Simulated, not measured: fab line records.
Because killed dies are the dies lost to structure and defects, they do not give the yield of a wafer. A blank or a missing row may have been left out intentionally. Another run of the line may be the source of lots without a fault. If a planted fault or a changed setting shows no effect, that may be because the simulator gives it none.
fab line records | flow nand-harc
record lots=12 wafers=36 last-day=33
route steps=1302 shown A_CHANNEL_FILL_D1@500 A_DECK1_JOINT@542
lots with no fault: from the same line, run without faults
start-h: hours from the record's first day to the start of the lot's first wafer shown | wait-h: time in hours since the lot's previous step | " as in the row above | L1.1+2: several wafers, shown together as one row | - no value present, or no start provided | * or withheld: withheld | < > ~ a bound
route shown NAME@n: NAME is a module with steps in the file, n the number in the route of the first one | usual: mean/standard deviation taken from wafers without a fault | same: alike in all rows | chamber/n: place in a boat | sites: readings site by site | _std_site: standard deviation of those values | _edge_site: the outer-site mean with the inner-site mean subtracted | radius-mm: how far each site lies from the wafer's centre | mask NAME#n: copy n | behind: the most recent tool/chamber to have shaped the wafer | hold: reason for holding the lot/hours on hold/outcome of the hold | device: transistor that didn't switch, given as n, p or np | end of line: at the end of the route, the tests of the same wafers | a step without rows: its recipe alone | killed: the dies lost at the first sort to structure and to defects; this is not the yield of the wafer | map: a wafer's dies, x killed, . not, _ none there
set.NAME: the setting that was run; set.NAME@STEP: the one run at that earlier step | model.NAME: the simulator's own value behind a step, which no gauge read
route steps across a sampled set of lots; one table per step, one row per wafer
services: a tool's chamber out of use, with start hour (start-h, from the record's first day; less than 0 if before it), hours out, and reason
## steps
# step NHARC_A_CHANNEL_FILL_D1_ETCHBACK_20
# recipe target-depth-a=270 time-s=13.5 c4f8-flow-sccm=withheld o2-flow-sccm=8 ar-flow-sccm=withheld rf-w=600 bias-w=1500 chemistry=C4F8/O2/Ar
# usual oes-product-au=0.96/0.036 rf-fwd-power-W=586.7/2.6 rf-vpp-V=981/4.1
# columns lot.wafer tool chamber start-h wait-h oes-product-au rf-fwd-power-W rf-hours-counter-h rf-vpp-V
L869.4 rie-diel-13 1 212.02 - 1.01 586.2 2.0 984
L869.1 " 2 " " 0.99 587.7 2.0 984
L869.5 " 2 " " 1.00 586.6 - 983
L870.1 rie-diel-06 0 217.56 - 0.97 588.0 4.9 981
L870.6 " 0 " " 0.97 588.2 - 980
L870.5 " 1 " " 0.97 585.6 - 983
L871.3 rie-diel-06 3 235.15 - 0.94 585.8 7.9 982
L871.2 " 0 " " 0.93 588.0 6.4 981
L871.4 " 1 " " 0.92 583.7 7.6 985
L872.2 rie-diel-06 0 242.46 - 0.99 589.5 6.7 982
L872.6 " 0 " " 1.00 591.6 - 980
L872.5 " 1 " " 0.98 585.9 - 983
L873.3 rie-diel-10 1 242.46 - 0.93 591.1 7.2 981
L873.1 " 2 " " 0.91 590.5 6.9 969
L873.5 " 2 " " 0.91 590.9 - 969
L874.3 rie-diel-06 3 256.82 - 1.01 590.1 8.9 982
L874.6 " 0 " " 1.00 587.2 - 981
L874.5 " 1 " " 0.99 584.1 - 985
L880.3 rie-diel-06 0 319.34 - 1.00 587.2 0 981
L880.4 " 1 " " 0.99 583.3 0 985
L880.2 " 3 " " 1.02 585.3 0 983
L883.2 rie-diel-06 0 364.26 - 1.01 590.7 3.9 980
L883.3 " 2 " " 1.01 585.5 4.1 977
L883.5 " 3 " " 1.01 584.9 - 985
L888.3 rie-diel-06 1 408.00 - 0.91 582.4 5.5 985
L888.5 " 1 " " 0.92 580.6 - 984
L888.6 " 0 " " 0.93 585.7 - 981
L889.1 rie-diel-10 2 408.00 - 0.99 591.3 8.1 971
L889.4 " 2 " " 1.00 591.9 - 969
L889.5 " 1 " " 1.00 587.5 - 982
L890.2 rie-diel-06 0 427.17 - 0.92 589.7 7.2 979
L890.6 " 2 " " 0.93 586.2 - 978
L890.5 " 3 " " 0.93 587.1 - 982
L892.4 rie-diel-13 3 437.36 - 0.99 582.8 6.2 980
L892.1 " 2 " " 0.99 586.3 4.4 983
L892.5 " 0 " " 1.00 581.7 - 976
# step NHARC_A_CHANNEL_FILL_D1_ETCHBACK_08
# recipe target-depth-a=2200 time-s=110 c4f8-flow-sccm=20 ar-flow-sccm=withheld rf-w=600 bias-w=300 chemistry=C4F8
# usual oes-product-au=0.96/0.036 rf-fwd-power-W=596.1/2.1 rf-vpp-V=442.1/2
# columns lot.wafer tool chamber start-h wait-h oes-product-au rf-fwd-power-W rf-hours-counter-h rf-vpp-V
L869.4 rie-diel-10 0 - - 0.93 597.4 6.6 443.5
L869.1 " 2 " " 0.92 595.8 6.5 437.2
L869.5 " 3 " " 0.92 595.9 - 440.5
L870.1 rie-diel-06 3 - - 0.93 594.9 8.1 443.3
L870.6 " 0 " " 0.93 595.4 - 443.1
L870.5 " 1 " " 0.94 595.4 - 445.2
L871.4 rie-diel-06 1 - - 0.92 594.5 8.7 443.1
L871.2 " 2 " " 0.93 598.8 9.0 441.8
L871.3 " 3 " " 0.94 598.2 8.8 443.5
L872.2 rie-diel-06 1 - - 0.92 595.2 8.9 444.1
L872.5 " 1 " " 0.92 591.2 - 444.5
L872.6 " 2 " " 0.92 592.2 - 442.1
L873.1 rie-diel-13 3 - - 0.91 595.6 5.1 444.8
L873.3 " 1 " " 0.92 595.3 4.5 443.5
L873.5 " 3 " " 0.91 593.8 - 442.3
L874.3 rie-diel-06 0 - - 0.94 597.0 8.6 442.6
L874.6 " 2 " " 0.91 597.3 - 441.2
L874.5 " 3 " " 0.93 595.9 - 443.9
L880.3 rie-diel-10 1 - - 1.00 596.2 4.6 442.6
L880.4 " 2 " " 0.98 596.3 4.6 435.5
L880.2 " 0 " " 1.02 599.6 4.1 444.8
L883.3 rie-diel-13 3 - - 0.97 593.6 3.1 442.5
L883.2 " 0 " " 0.97 593.5 2.9 440.0
L883.5 " 3 " " 0.97 593.2 - 444.5
L888.3 rie-diel-06 0 - - 0.93 595.7 7.1 441.7
L888.5 " 0 " " 0.93 597.0 - 440.9
L888.6 " 1 " " 0.92 593.9 - 444.5
L889.1 rie-diel-13 0 - - 0.96 598.6 5.5 439.5
L889.4 " 1 " " 0.95 595.6 5.0 443.7
L889.5 " 3 " " 0.92 597.2 - 442.0
L890.2 rie-diel-06 1 - - 0.91 597.5 8.3 444.6
L890.5 " 2 " " 0.93 594.2 - 441.8
L890.6 " 3 " " 0.93 597.6 - 441.9
L892.1 rie-diel-10 0 - - 0.93 596.6 1.4 444.5
L892.4 " 1 " " 0.93 595.3 1.6 442.7
L892.5 " 2 " " 0.93 597.8 - 435.4
# step NHARC_A_CHANNEL_FILL_D1_INSPECT_13
# usual raw-defect-count=318/120
# columns lot.wafer tool chamber start-h wait-h raw-defect-count
L869.1 defect-inspect-01 - 235.59 0.0 230
L869.4 " - " " 209
L869.5 " - " " 185
L870.1 defect-inspect-01 - 244.63 0.0 358
L870.5 " - " " 336
L870.6 " - " " 256
L871.2 defect-inspect-01 - 259.09 0.0 318
L871.3 " - " " 283
L871.4 " - " " 553
L872.2 defect-inspect-02 - 266.16 0.0 295
L872.5 " - " " 252
L872.6 " - " " 298
L873.1 defect-inspect-01 - 266.16 0.0 371
L873.3 " - " " 455
L873.5 " - " " 369
L874.3 defect-inspect-01 - 280.72 0.0 202
L874.5 " - " " 345
L874.6 " - " " 379
L880.2 defect-inspect-01 - 343.22 0.0 238
L880.3 " - " " 352
L880.4 " - " " 239
L883.2 defect-inspect-01 - 388.16 0.0 332
L883.3 " - " " 499
L883.5 " - " " 328
L888.3 defect-inspect-02 - 431.49 0.0 559
L888.5 " - " " 428
L888.6 " - " " 543
L889.1 defect-inspect-01 - 431.51 0.0 172
L889.4 " - " " 335
L889.5 " - " " 277
L890.2 defect-inspect-02 - 451.29 0.0 467
L890.5 " - " " 337
L890.6 " - " " 611
L892.1 defect-inspect-01 - 461.11 0.0 201
L892.4 " - " " 188
L892.5 " - " " 325
# step NHARC_A_DECK1_JOINT_DEP_16
# recipe target-thk-a=450 temp-c=400 pressure-torr=6.5 rf-w=900 teos-flow-sccm=161.4 flow-sccm=2650 target-thk-nm=45 gas=O2 material=SiO2
# usual heater-power-w=559/110 rf-fwd-power-W=895.9/2.8 throttle-valve-pct=16.1/0.47
# columns lot.wafer tool chamber start-h wait-h heater-power-w rf-fwd-power-W throttle-valve-pct
L869.1 pecvd-04 1 270.69 0.4 608 890.6 16.9
L869.4 " 2 " " 526 895.0 16.4
L869.5 " 0 " " 659 895.6 15.5
L870.1 pecvd-01 2 280.42 0.1 337 901.5 15.9
L870.6 " 0 " " 754 897.4 16.4
L870.5 " 1 " " 517 897.9 16.0
L871.3 pecvd-01 2 294.31 0.1 381 895.3 15.7
L871.2 " 1 " " 598 895.9 15.8
L871.4 " 0 " " 613 893.1 16.7
L873.1 pecvd-02 1 312.04 0.1 680 898.8 15.4
L873.3 " 2 " " 581 898.6 15.9
L873.5 " 0 " " 413 892.3 16.3
L872.2 pecvd-04 1 312.07 0.1 691 890.7 16.4
L872.6 " 0 " " 604 896.0 15.6
L872.5 " 1 " " 718 890.2 16.4
L874.3 pecvd-02 2 321.85 0.2 583 894.7 15.6
L874.5 " 2 " " 582 900.8 16.0
L874.6 " 0 " " 475 894.7 16.6
L880.2 pecvd-04 2 378.59 0.1 579 892.4 16.4
L880.3 " 1 " " 735 895.9 16.5
L880.4 " 1 " " 720 895.2 16.9
L883.2 pecvd-02 1 428.76 0.1 601 894.0 15.6
L883.3 " 2 " " 502 891.7 16.0
L883.5 " 1 " " 598 896.4 15.8
L888.3 pecvd-01 1 465.26 0.3 485 897.9 16.1
L888.5 " 1 " " 489 894.9 16.1
L888.6 " 0 " " 654 896.6 16.9
L889.1 pecvd-02 0 465.37 0.4 387 896.7 15.9
L889.4 " 0 " " 395 896.4 15.9
L889.5 " 0 " " 414 898.0 16.1
L890.2 pecvd-02 1 484.34 0.1 665 892.7 15.5
L890.5 " 1 " " 652 894.9 15.8
L890.6 " 2 " " 579 898.0 15.9
L892.1 pecvd-02 1 494.55 0.1 645 893.2 15.8
L892.4 " 2 " " 561 898.3 16.0
L892.5 " 0 " " 489 899.8 16.2
# step NHARC_A_DECK1_JOINT_THK_MEAS_17
# recipe thk-meas-gauge=ellipsometry
# usual thk-nm=44.9/1.1
# columns lot.wafer tool chamber start-h wait-h thk-nm
L869.1 film-metro-02 - 270.91 0.2 44.6
L869.4 " - " " 42.6
L869.5 " - " " 44.7
L870.1 film-metro-02 - 280.70 0.3 45.4
L870.5 " - " " 45.0
L870.6 " - " " 45.7
L871.2 film-metro-01 - 294.59 0.2 45.2
L871.3 " - " " 44.1
L871.4 " - " " 46.6
L872.2 film-metro-01 - 312.30 0.2 43.2
L872.5 " - " " 43.9
L872.6 " - " " 45.9
L873.1 film-metro-02 - 312.32 0.2 45.0
L873.3 " - " " 45.2
L873.5 " - " " 44.8
L874.3 film-metro-01 - 322.13 0.3 44.6
L874.5 " - " " 46.3
L874.6 " - " " 43.8
L880.2 film-metro-01 - 378.87 0.3 32.8
L880.3 " - " " 29.3
L880.4 " - " " 44.8
L883.2 film-metro-01 - 429.04 0.3 45.3
L883.3 " - " " 45.5
L883.5 " - " " 45.5
L888.3 film-metro-01 - 465.54 0.3 43.6
L888.5 " - " " 43.4
L888.6 " - " " 45.4
L889.1 film-metro-01 - 465.69 0.3 42.6
L889.4 " - " " 45.6
L889.5 " - " " 42.4
L890.2 film-metro-01 - 484.62 0.3 45.0
L890.5 " - " " 45.4
L890.6 " - " " 45.8
L892.1 film-metro-01 - 494.77 0.2 47.2
L892.4 " - " " 46.6
L892.5 " - " " 44.7
## services
# columns tool chamber start-h hours kind
pecvd-04 - 201.76 0.9 repair
rie-diel-10 1 202.73 5.1 repair
pecvd-02 - 227.49 13.0 pm
rie-diel-13 0 251.41 1.9 repair
rie-diel-10 - 267.09 0.6 repair
rie-diel-10 0 273.10 11.7 repair
pecvd-04 - 276.10 13.0 pm
rie-diel-13 3 279.35 7.7 repair
rie-diel-10 1 281.64 2.9 repair
rie-diel-10 0 304.03 10.2 repair
rie-diel-06 - 307.20 9.0 pm
rie-diel-13 0 314.81 3.6 repair
rie-diel-13 - 342.00 9.0 pm
rie-diel-06 - 392.01 0.7 repair
rie-diel-06 2 404.41 4.6 repair
rie-diel-10 3 407.62 7.8 repair
rie-diel-13 2 407.77 12.5 repair
pecvd-02 - 409.01 13.0 pm
rie-diel-10 - 419.51 9.0 pm
rie-diel-13 1 444.14 2.5 repair
rie-diel-06 1 451.69 8.4 repair
pecvd-02 2 464.17 6.2 repair
rie-diel-06 3 464.83 13.2 repair
rie-diel-06 - 484.20 9.0 pm
## key
first-sign step=NHARC_A_DECK1_JOINT_THK_MEAS_17 reading=thk-nm direction=down sigmas=12 usual=44.9 struck=31.1
effect none on later readings
met-at NHARC_A_DECK1_JOINT_DEP_16
struck-lots L880
struck-wafers L880.2,L880.3
tester-left-out L880
not-acting-at NHARC_A_CHANNEL_FILL_D1_ETCHBACK_20,NHARC_A_CHANNEL_FILL_D1_ETCHBACK_08,NHARC_A_CHANNEL_FILL_D1_INSPECT_13
onset-between 312.07 378.59
fault kind=process-parameter-drift tool=pecvd-04 chamber=- onset-h=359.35 steps=NHARC_A_DECK1_JOINT_DEP_16 channel=target-thk-nm offset=-13.398 shape=step end-h=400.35 scope=struck-wafers-only acts-in=these-recipes-only stated=45
# tester-left-out: of these lots the tester's yield and bins aren't shown, on N5 and GAA mostly nor the transistor test; their killed dies are dies lost to structure and defects alone, not to doping, threshold or leakage, so they don't give the yield
